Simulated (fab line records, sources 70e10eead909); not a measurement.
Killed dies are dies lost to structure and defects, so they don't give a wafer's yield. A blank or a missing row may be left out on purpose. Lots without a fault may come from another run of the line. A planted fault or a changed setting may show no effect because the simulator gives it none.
Which tool did it? | flow nand_harc | 24 lots, 72 wafers sampled, at 6 steps of a route of 1159

WHAT THE GAUGES READ, wafer by wafer
The record holds no reading of a measuring or inspecting step that can be judged against a usual standard deviation.

WHICH TOOL RAN EACH LOT (tool, then ch and the chambers of the sampled wafers, then the start)
lot  | NHARC_A_STAIRCASE_ETCH_190                    | NHARC_A_STAIRCASE_TRIM_198                    | NHARC_A_STAIRCASE_TRIM_235                    | NHARC_A_STAIRCASE_DEP_301       | NHARC_A_STAIRCASE_ETCHBACK_416                | NHARC_A_STAIRCASE_STRIP_446
L074 | rie_diel-08 ch 2,3, day 11 10:25 or earlier   | rie_diel-13 ch 1,2, day 11 10:25 or earlier   | rie_diel-05 ch 1,2,3, day 11 10:25 or earlier | pecvd-02 ch 0,2, day 11 10:25   | rie_diel-05 ch 0,1,2, day 13 10:23 or earlier | plasma_asher-02 ch 0,1, day 13 10:23
L075 | rie_diel-08 ch 0,1,2, day 12 02:09 or earlier | rie_diel-05 ch 0,1,3, day 12 02:09 or earlier | rie_diel-08 ch 1,2,3, day 12 02:09 or earlier | pecvd-02 ch 1,2, day 12 02:09   | rie_diel-05 ch 1,2,3, day 12 09:43            | plasma_asher-01 ch 0,1, day 14 00:27
L077 | rie_diel-13 ch 0,1, day 12 09:26 or earlier   | rie_diel-13 ch 0,1,2, day 12 09:26 or earlier | rie_diel-08 ch 0,2,3, day 12 09:26 or earlier | pecvd-02 ch 0,1,2, day 12 09:26 | rie_diel-05 ch 1,2, day 14 00:44 or earlier   | plasma_asher-02 ch 0,1, day 14 00:44
L078 | rie_diel-13 ch 0,1,3, day 12 13:20 or earlier | rie_diel-13 ch 0,2, day 12 13:20 or earlier   | rie_diel-08 ch 0,1,2, day 12 13:20 or earlier | pecvd-02 ch 0,1, day 12 13:20   | rie_diel-08 ch 0,1,2, day 14 10:44 or earlier | plasma_asher-02 ch 0,1, day 14 10:44
L076 | rie_diel-08 ch 0,3, day 12 16:34 or earlier   | rie_diel-13 ch 0,2, day 12 16:34 or earlier   | rie_diel-13 ch 0,1, day 12 16:34 or earlier   | pecvd-04 ch 0,1,2, day 12 16:34 | rie_diel-13 ch 1,2, day 14 10:53 or earlier   | plasma_asher-01 ch 0,1, day 14 10:53
L079 | rie_diel-05 ch 0,2,3, day 12 19:29 or earlier | rie_diel-05 ch 0,2,3, day 12 19:29 or earlier | rie_diel-08 ch 0,2,3, day 12 19:29 or earlier | pecvd-04 ch 0,1,2, day 12 19:29 | rie_diel-05 ch 1,2,3, day 14 11:23 or earlier | plasma_asher-01 ch 0,1, day 14 11:23
L080 | rie_diel-08 ch 0,1,2, day 13 18:41 or earlier | rie_diel-05 ch 1,3, day 13 18:41 or earlier   | rie_diel-05 ch 0,1,2, day 13 18:41 or earlier | pecvd-02 ch 0,1, day 13 18:41   | rie_diel-08 ch 1,2, day 15 16:00 or earlier   | plasma_asher-01 ch 0,1, day 15 16:00
L082 | rie_diel-13 ch 0,2, day 13 19:52 or earlier   | rie_diel-08 ch 0,3, day 13 19:52 or earlier   | rie_diel-08 ch 0,2, day 13 19:52 or earlier   | pecvd-02 ch 0,1,2, day 13 19:52 | rie_diel-05 ch 0,2,3, day 15 15:35 or earlier | plasma_asher-01 ch 0,1, day 15 15:35
L081 | rie_diel-05 ch 2,3, day 13 21:43 or earlier   | rie_diel-13 ch 0,1,3, day 13 21:43 or earlier | rie_diel-13 ch 0,1, day 13 21:43 or earlier   | pecvd-04 ch 0,1, day 13 21:43   | rie_diel-08 ch 1,2,3, day 15 17:31 or earlier | plasma_asher-02 ch 0,1, day 15 17:31
L083 | rie_diel-05 ch 0,1, day 14 03:55 or earlier   | rie_diel-05 ch 1,2, day 14 03:55 or earlier   | rie_diel-05 ch 1,2, day 14 03:55 or earlier   | pecvd-02 ch 0,1,2, day 14 03:55 | rie_diel-08 ch 1,2,3, day 16 03:36 or earlier | plasma_asher-01 ch 0,1, day 16 03:36
L084 | rie_diel-13 ch 0,1,2, day 14 14:46 or earlier | rie_diel-13 ch 0,2,3, day 14 14:46 or earlier | rie_diel-05 ch 0,1,2, day 14 14:46 or earlier | pecvd-03 ch 1,2, day 14 14:46   | rie_diel-05 ch 0,2,3, day 16 11:39 or earlier | plasma_asher-02 ch 0,1, day 16 11:39
L086 | rie_diel-08 ch 0,3, day 14 18:20 or earlier   | rie_diel-08 ch 0,1,2, day 14 18:20 or earlier | rie_diel-05 ch 0,2,3, day 14 18:20 or earlier | pecvd-02 ch 0,2, day 14 18:20   | rie_diel-13 ch 2,3, day 16 11:50 or earlier   | plasma_asher-01 ch 0,1, day 16 11:50
L085 | rie_diel-05 ch 0,1,3, day 14 21:40 or earlier | rie_diel-08 ch 0,1,2, day 14 21:40 or earlier | rie_diel-08 ch 1,3, day 14 21:40 or earlier   | pecvd-02 ch 0,1, day 14 21:40   | rie_diel-08 ch 0,1,2, day 16 15:58 or earlier | plasma_asher-01 ch 0,1, day 16 15:58
L087 | rie_diel-05 ch 0,1,3, day 15 13:06 or earlier | rie_diel-08 ch 0,2,3, day 15 13:06 or earlier | rie_diel-08 ch 0,2,3, day 15 13:06 or earlier | pecvd-03 ch 0,2, day 15 13:06   | rie_diel-08 ch 0,1,3, day 17 15:09 or earlier | plasma_asher-01 ch 0,1, day 17 15:09
L089 | rie_diel-13 ch 0,1,3, day 15 17:20 or earlier | rie_diel-08 ch 0,1,3, day 15 17:20 or earlier | rie_diel-08 ch 1,2,3, day 15 17:20 or earlier | pecvd-04 ch 0,2, day 15 17:20   | rie_diel-13 ch 0,2, day 17 14:55 or earlier   | plasma_asher-01 ch 0,1, day 17 14:55
L090 | rie_diel-08 ch 1,2,3, day 15 21:58 or earlier | rie_diel-08 ch 2,3, day 15 21:58 or earlier   | rie_diel-13 ch 1,2, day 15 21:58 or earlier   | pecvd-02 ch 1,2, day 15 21:58   | rie_diel-08 ch 1,2,3, day 17 20:35 or earlier | plasma_asher-02 ch 0,1, day 17 20:35
L091 | rie_diel-05 ch 0,1,2, day 15 22:09 or earlier | rie_diel-05 ch 1,3, day 15 22:09 or earlier   | rie_diel-08 ch 0,1, day 15 22:09 or earlier   | pecvd-03 ch 0,2, day 15 22:09   | rie_diel-08 ch 0,2,3, day 17 20:52 or earlier | plasma_asher-02 ch 0,1, day 17 20:52
L088 | rie_diel-13 ch 0,2, day 15 23:50 or earlier   | rie_diel-13 ch 0,1,2, day 15 23:50 or earlier | rie_diel-08 ch 0,2,3, day 15 23:50 or earlier | pecvd-04 ch 0,1, day 15 23:50   | rie_diel-13 ch 0,3, day 17 20:30 or earlier   | plasma_asher-01 ch 0,1, day 17 20:30
L095 | rie_diel-13 ch 1,2, day 16 12:42 or earlier   | rie_diel-05 ch 0,2,3, day 16 12:42 or earlier | rie_diel-08 ch 1,2, day 16 12:42 or earlier   | pecvd-02 ch 0,2, day 16 12:42   | rie_diel-05 ch 0,2,3, day 18 10:17 or earlier | plasma_asher-02 ch 0,1, day 18 10:17
L093 | rie_diel-13 ch 0,2,3, day 16 15:12 or earlier | rie_diel-08 ch 0,1,3, day 16 15:12 or earlier | rie_diel-08 ch 0,1,3, day 16 15:12 or earlier | pecvd-04 ch 0,1,2, day 16 15:12 | rie_diel-08 ch 0,1,3, day 18 10:17 or earlier | plasma_asher-01 ch 0,1, day 18 10:17
L094 | rie_diel-08 ch 0,1,3, day 16 16:59 or earlier | rie_diel-08 ch 0,1,2, day 16 16:59 or earlier | rie_diel-08 ch 0,2,3, day 16 16:59 or earlier | pecvd-02 ch 0,1,2, day 16 16:59 | rie_diel-13 ch 0,2,3, day 18 11:43 or earlier | plasma_asher-02 ch 0, day 18 11:43
L092 | rie_diel-13 ch 0,3, day 16 20:34 or earlier   | rie_diel-13 ch 0,2,3, day 16 20:34 or earlier | rie_diel-05 ch 0,1,2, day 16 20:34 or earlier | pecvd-03 ch 0,2, day 16 20:34   | rie_diel-13 ch 0,1,3, day 17 02:40            | plasma_asher-01 ch 0,1, day 19 02:22
L096 | rie_diel-05 ch 0,1,2, day 17 04:54 or earlier | rie_diel-13 ch 1,3, day 17 04:54 or earlier   | rie_diel-08 ch 1,3, day 17 04:54 or earlier   | pecvd-03 ch 0,1, day 17 04:54   | rie_diel-05 ch 0,3, day 19 13:09 or earlier   | plasma_asher-02 ch 0,1, day 19 13:09
L097 | rie_diel-05 ch 0,2,3, day 17 06:17 or earlier | rie_diel-05 ch 0,1, day 17 06:17 or earlier   | rie_diel-13 ch 1,2,3, day 17 06:17 or earlier | pecvd-04 ch 0,2, day 17 06:17   | rie_diel-08 ch 0,1, day 19 13:23 or earlier   | plasma_asher-01 ch 0,1, day 19 13:23
- NHARC_A_STAIRCASE_ETCH_190: etches the open film in C4F8/O2, target depth 100 nm, time 40.5 s.
- NHARC_A_STAIRCASE_TRIM_198: chemistry O2, time 211.2 s.
- NHARC_A_STAIRCASE_TRIM_235: chemistry O2, time 211.2 s.
- NHARC_A_STAIRCASE_DEP_301: deposits SiON, target thk 30 nm.
- NHARC_A_STAIRCASE_ETCHBACK_416: etches the open film in C4F8/O2/Ar, target depth 36 nm, time 7.2 s.
- NHARC_A_STAIRCASE_STRIP_446: strips in O2.

WHAT THE TOOLS THEMSELVES READ (means of the sampled wafers that have a number; where no wafer has one, the mark that the record gives instead)
NHARC_A_STAIRCASE_ETCH_190. Usual: chamber_pressure_mTorr 24.998 mTorr, standard deviation 0.02; oes_product_au 0.940 a.u., standard deviation 0.011; rf_vpp_V 897 V, standard deviation 4.9.
lot  | tool        | chamber_pressure_mTorr (mTorr) | oes_product_au (a.u.) | rf_vpp_V (V) | flag
L074 | rie_diel-08 | 25.010                         | 0.936                 | 893          |
L075 | rie_diel-08 | 24.994                         | 0.925                 | 898          |
L077 | rie_diel-13 | 25.007                         | 0.950                 | 888          |
L078 | rie_diel-13 | 25.002                         | 0.932                 | 894          |
L076 | rie_diel-08 | 24.999                         | 0.946                 | 897          |
L079 | rie_diel-05 | 25.004                         | 0.945                 | 899          |
L080 | rie_diel-08 | 24.997                         | 0.938                 | 898          |
L082 | rie_diel-13 | 24.988                         | 0.939                 | 899          |
L081 | rie_diel-05 | 24.989                         | 0.926                 | 896          |
L083 | rie_diel-05 | 25.003                         | 0.956                 | 903          |
L084 | rie_diel-13 | 25.009                         | 0.948                 | 898          |
L086 | rie_diel-08 | 25.011                         | 0.952                 | 895          |
L085 | rie_diel-05 | 24.997                         | 0.950                 | 901          |
L087 | rie_diel-05 | 24.973                         | 0.938                 | 900          |
L089 | rie_diel-13 | 24.991                         | 0.935                 | 899          |
L090 | rie_diel-08 | 24.983                         | 0.937                 | 893          |
L091 | rie_diel-05 | 24.979                         | 0.935                 | 902          |
L088 | rie_diel-13 | 24.991                         | 0.949                 | 901          |
L095 | rie_diel-13 | 24.983                         | 0.936                 | 894          |
L093 | rie_diel-13 | 24.988                         | 0.938                 | 900          |
L094 | rie_diel-08 | 25.001                         | 0.937                 | 897          |
L092 | rie_diel-13 | 24.981                         | 0.924                 | 901          |
L096 | rie_diel-05 | 24.989                         | 0.931                 | 900          |
L097 | rie_diel-05 | 25.009                         | 0.946                 | 898          |

NHARC_A_STAIRCASE_TRIM_198. Usual: chamber_pressure_mTorr 60.00 mTorr, standard deviation 0.058; drypump_motor_current_A 5.9 A, standard deviation 0.32; oes_product_au 0.999 a.u., standard deviation 0.0063; rf_vpp_V 57.9 V, standard deviation 0.99; showerhead_plenum_p_Torr 3.57 Torr, standard deviation 0.13; throttle_valve_pct 17.038 %, standard deviation 0.009.
lot  | tool        | chamber_pressure_mTorr (mTorr) | drypump_motor_current_A (A) | oes_product_au (a.u.) | rf_vpp_V (V) | showerhead_plenum_p_Torr (Torr) | throttle_valve_pct (%) | flag
L074 | rie_diel-13 | 59.97                          | 6.1                         | 0.998                 | 58.4         | 3.49                            | 17.046                 |
L075 | rie_diel-05 | 60.01                          | 6.1                         | 1.006                 | 58.8         | 3.68                            | 17.052                 |
L077 | rie_diel-13 | 60.00                          | 6.0                         | 0.996                 | 57.0         | 3.43                            | 17.033                 |
L078 | rie_diel-13 | 60.05                          | 5.9                         | 0.997                 | 57.4         | 3.37                            | 17.037                 |
L076 | rie_diel-13 | 59.97                          | 5.9                         | 1.002                 | 58.0         | 3.37                            | 17.042                 |
L079 | rie_diel-05 | 60.00                          | 6.0                         | 0.999                 | 58.1         | 3.62                            | 17.037                 |
L080 | rie_diel-05 | 60.01                          | 6.2                         | 1.001                 | 58.5         | 3.61                            | 17.036                 |
L082 | rie_diel-08 | 60.04                          | 5.8                         | 1.000                 | 57.0         | 3.52                            | 17.039                 |
L081 | rie_diel-13 | 60.04                          | 6.2                         | 1.005                 | 58.7         | 3.64                            | 17.036                 |
L083 | rie_diel-05 | 60.02                          | 5.7                         | 1.000                 | 57.6         | 3.60                            | 17.046                 |
L084 | rie_diel-13 | 60.04                          | 6.0                         | 1.001                 | 58.2         | 3.67                            | 17.040                 |
L086 | rie_diel-08 | 60.05                          | 5.6                         | 0.992                 | 58.1         | 3.55                            | 17.029                 |
L085 | rie_diel-08 | 60.02                          | 5.6                         | 1.003                 | 57.5         | 3.55                            | 17.042                 |
L087 | rie_diel-08 | 59.97                          | 5.8                         | 1.000                 | 58.3         | 3.48                            | 17.043                 |
L089 | rie_diel-08 | 60.00                          | 5.6                         | 1.002                 | 58.1         | 3.57                            | 17.043                 |
L090 | rie_diel-08 | 60.00                          | 5.6                         | 1.000                 | 57.5         | 3.41                            | 17.043                 |
L091 | rie_diel-05 | 60.00                          | 6.2                         | 1.000                 | 57.4         | 3.60                            | 17.045                 |
L088 | rie_diel-13 | 59.97                          | 6.0                         | 1.000                 | 57.3         | 3.59                            | 17.038                 |
L095 | rie_diel-05 | 59.97                          | 6.0                         | 0.993                 | 57.7         | 3.60                            | 17.041                 |
L093 | rie_diel-08 | 60.02                          | 5.6                         | 0.994                 | 57.8         | 3.56                            | 17.027                 |
L094 | rie_diel-08 | 59.96                          | 5.6                         | 0.994                 | 57.3         | 3.54                            | 17.037                 |
L092 | rie_diel-13 | 60.02                          | 6.0                         | 1.005                 | 58.0         | 3.66                            | 17.032                 |
L096 | rie_diel-13 | 59.95                          | 6.3                         | 0.999                 | 58.4         | 3.50                            | 17.042                 |
L097 | rie_diel-05 | 60.05                          | 6.0                         | 0.996                 | 57.1         | 3.70                            | 17.038                 |

NHARC_A_STAIRCASE_TRIM_235. Usual: chamber_pressure_mTorr 59.99 mTorr, standard deviation 0.051; drypump_motor_current_A 5.8 A, standard deviation 0.31; oes_product_au 0.998 a.u., standard deviation 0.0065; rf_vpp_V 57.9 V, standard deviation 0.88; showerhead_plenum_p_Torr 3.55 Torr, standard deviation 0.13; throttle_valve_pct 17.036 %, standard deviation 0.0083.
lot  | tool        | chamber_pressure_mTorr (mTorr) | drypump_motor_current_A (A) | oes_product_au (a.u.) | rf_vpp_V (V) | showerhead_plenum_p_Torr (Torr) | throttle_valve_pct (%) | flag
L074 | rie_diel-05 | 59.98                          | 5.9                         | 1.002                 | 58.1         | 3.61                            | 17.037                 |
L075 | rie_diel-08 | 59.98                          | 5.5                         | 1.002                 | 58.6         | 3.48                            | 17.039                 |
L077 | rie_diel-08 | 59.97                          | 5.8                         | 1.001                 | 57.7         | 3.50                            | 17.037                 |
L078 | rie_diel-08 | 59.97                          | 5.6                         | 0.991                 | 57.2         | 3.56                            | 17.037                 |
L076 | rie_diel-13 | 60.02                          | 6.0                         | 0.995                 | 57.7         | 3.33                            | 17.038                 |
L079 | rie_diel-08 | 60.08                          | 5.8                         | 0.998                 | 57.8         | 3.49                            | 17.032                 |
L080 | rie_diel-05 | 59.96                          | 5.9                         | 1.002                 | 58.3         | 3.66                            | 17.035                 |
L082 | rie_diel-08 | 60.00                          | 5.7                         | 0.991                 | 58.5         | 3.47                            | 17.032                 |
L081 | rie_diel-13 | 60.00                          | 6.1                         | 0.998                 | 57.1         | 3.56                            | 17.036                 |
L083 | rie_diel-05 | 60.02                          | 5.8                         | 0.997                 | 57.8         | 3.65                            | 17.037                 |
L084 | rie_diel-05 | 60.01                          | 5.9                         | 1.006                 | 58.6         | 3.66                            | 17.043                 |
L086 | rie_diel-05 | 60.02                          | 6.0                         | 1.000                 | 58.5         | 3.61                            | 17.040                 |
L085 | rie_diel-08 | 60.02                          | 5.5                         | 0.997                 | 57.9         | 3.49                            | 17.029                 |
L087 | rie_diel-08 | 60.01                          | 5.8                         | 0.995                 | 57.5         | 3.48                            | 17.040                 |
L089 | rie_diel-08 | 60.02                          | 5.5                         | 0.998                 | 57.3         | 3.47                            | 17.028                 |
L090 | rie_diel-13 | 60.00                          | 6.0                         | 1.006                 | 58.0         | 3.51                            | 17.036                 |
L091 | rie_diel-08 | 60.00                          | 5.5                         | 0.997                 | 57.6         | 3.63                            | 17.027                 |
L088 | rie_diel-08 | 59.98                          | 5.8                         | 0.996                 | 57.2         | 3.48                            | 17.039                 |
L095 | rie_diel-08 | 60.00                          | 5.3                         | 0.997                 | 57.9         | 3.52                            | 17.031                 |
L093 | rie_diel-08 | 60.00                          | 5.6                         | 0.989                 | 57.0         | 3.56                            | 17.034                 |
L094 | rie_diel-08 | 60.02                          | 5.8                         | 0.994                 | 57.4         | 3.48                            | 17.031                 |
L092 | rie_diel-05 | 59.94                          | 5.9                         | 1.001                 | 58.1         | 3.65                            | 17.042                 |
L096 | rie_diel-08 | 60.01                          | 5.5                         | 0.999                 | 56.6         | 3.48                            | 17.038                 |
L097 | rie_diel-13 | 59.96                          | 6.2                         | 1.004                 | 58.6         | 3.53                            | 17.040                 |

NHARC_A_STAIRCASE_DEP_301. Usual: heater_power_w 746 W, standard deviation 82.
lot  | tool     | heater_power_w (W) | flag
L074 | pecvd-02 | 743                |
L075 | pecvd-02 | 799                |
L077 | pecvd-02 | 795                |
L078 | pecvd-02 | 752                |
L076 | pecvd-04 | 706                |
L079 | pecvd-04 | 691                |
L080 | pecvd-02 | 708                |
L082 | pecvd-02 | 748                |
L081 | pecvd-04 | 721                |
L083 | pecvd-02 | 752                |
L084 | pecvd-03 | 862                |
L086 | pecvd-02 | 786                |
L085 | pecvd-02 | 716                |
L087 | pecvd-03 | 841                |
L089 | pecvd-04 | 631                |
L090 | pecvd-02 | 804                |
L091 | pecvd-03 | 709                |
L088 | pecvd-04 | 753                |
L095 | pecvd-02 | 749                |
L093 | pecvd-04 | 688                |
L094 | pecvd-02 | 773                |
L092 | pecvd-03 | 760                |
L096 | pecvd-03 | 743                |
L097 | pecvd-04 | 680                |

NHARC_A_STAIRCASE_ETCHBACK_416. Usual: chamber_pressure_mTorr 25.000 mTorr, standard deviation 0.023; oes_product_au 0.94 a.u., standard deviation 0.032; rf_vpp_V 725 V, standard deviation 3.9.
lot  | tool        | chamber_pressure_mTorr (mTorr) | oes_product_au (a.u.) | rf_vpp_V (V) | flag
L074 | rie_diel-05 | 24.982                         | 0.93                  | 727          |
L075 | rie_diel-05 | 24.994                         | 0.93                  | 725          |
L077 | rie_diel-05 | 24.987                         | 0.93                  | 725          |
L078 | rie_diel-08 | 25.017                         | 0.92                  | 724          |
L076 | rie_diel-13 | 24.984                         | 1.00                  | 722          |
L079 | rie_diel-05 | 25.016                         | 0.92                  | 725          |
L080 | rie_diel-08 | 24.978                         | 0.99                  | 724          |
L082 | rie_diel-05 | 25.022                         | 0.93                  | 726          |
L081 | rie_diel-08 | 24.993                         | 0.92                  | 722          |
L083 | rie_diel-08 | 25.000                         | 0.99                  | 721          |
L084 | rie_diel-05 | 24.974                         | 0.92                  | 725          |
L086 | rie_diel-13 | 24.988                         | 0.99                  | 726          |
L085 | rie_diel-08 | 24.983                         | 0.92                  | 724          |
L087 | rie_diel-08 | 24.985                         | 0.98                  | 724          |
L089 | rie_diel-13 | 25.004                         | 0.93                  | 726          |
L090 | rie_diel-08 | 25.022                         | 0.92                  | 721          |
L091 | rie_diel-08 | 24.988                         | 0.92                  | 722          |
L088 | rie_diel-13 | 24.989                         | 0.92                  | 730          |
L095 | rie_diel-05 | 25.023                         | 0.92                  | 726          |
L093 | rie_diel-08 | 25.001                         | 0.92                  | 724          |
L094 | rie_diel-13 | 24.995                         | 0.99                  | 727          |
L092 | rie_diel-13 | 25.002                         | 0.92                  | 726          |
L096 | rie_diel-05 | 25.003                         | 1.00                  | 727          |
L097 | rie_diel-08 | 24.985                         | 0.93                  | 727          |

NHARC_A_STAIRCASE_STRIP_446. Usual: drypump_motor_current_A 5.8 A, standard deviation 0.48; heater_power_w 333 W, standard deviation 30.
lot  | tool            | drypump_motor_current_A (A) | heater_power_w (W) | flag
L074 | plasma_asher-02 | 5.6                         | 322                |
L075 | plasma_asher-01 | 5.9                         | 350                |
L077 | plasma_asher-02 | 5.6                         | 322                |
L078 | plasma_asher-02 | 6.0                         | 337                |
L076 | plasma_asher-01 | 5.6                         | 333                |
L079 | plasma_asher-01 | 5.8                         | 352                |
L080 | plasma_asher-01 | 5.6                         | 326                |
L082 | plasma_asher-01 | 5.9                         | 355                |
L081 | plasma_asher-02 | 5.6                         | 320                |
L083 | plasma_asher-01 | 5.6                         | 323                |
L084 | plasma_asher-02 | 6.0                         | 331                |
L086 | plasma_asher-01 | 5.6                         | 328                |
L085 | plasma_asher-01 | 5.6                         | 331                |
L087 | plasma_asher-01 | 5.8                         | 351                |
L089 | plasma_asher-01 | 5.6                         | 325                |
L090 | plasma_asher-02 | 6.0                         | 329                |
L091 | plasma_asher-02 | 5.6                         | 315                |
L088 | plasma_asher-01 | 5.8                         | 349                |
L095 | plasma_asher-02 | 6.0                         | 328                |
L093 | plasma_asher-01 | 5.8                         | 350                |
L094 | plasma_asher-02 | 5.2                         | 307                |
L092 | plasma_asher-01 | 5.6                         | 327                |
L096 | plasma_asher-02 | 5.6                         | 323                |
L097 | plasma_asher-01 | 5.6                         | 329                |

THE ANSWER, worked out from the rows above alone
Rule: a lot is off if the mean of its wafers that have a number lies more than 3 standard deviations from the usual mean. A lot without any number at a reading at which 4 lots or more have one is off too. The other lots that the step has rows for count as sound. The gauges are gone through in route order, then the tools' own readings, and for those a lot's mean is taken as printed above. The first step at which some lot is off is used, and at that step the reading that is off furthest; a lot without a number counts as furthest.
No lot is off at any reading shown: from this, nothing can be told.

WHAT THE SIMULATOR HAD PUT IN
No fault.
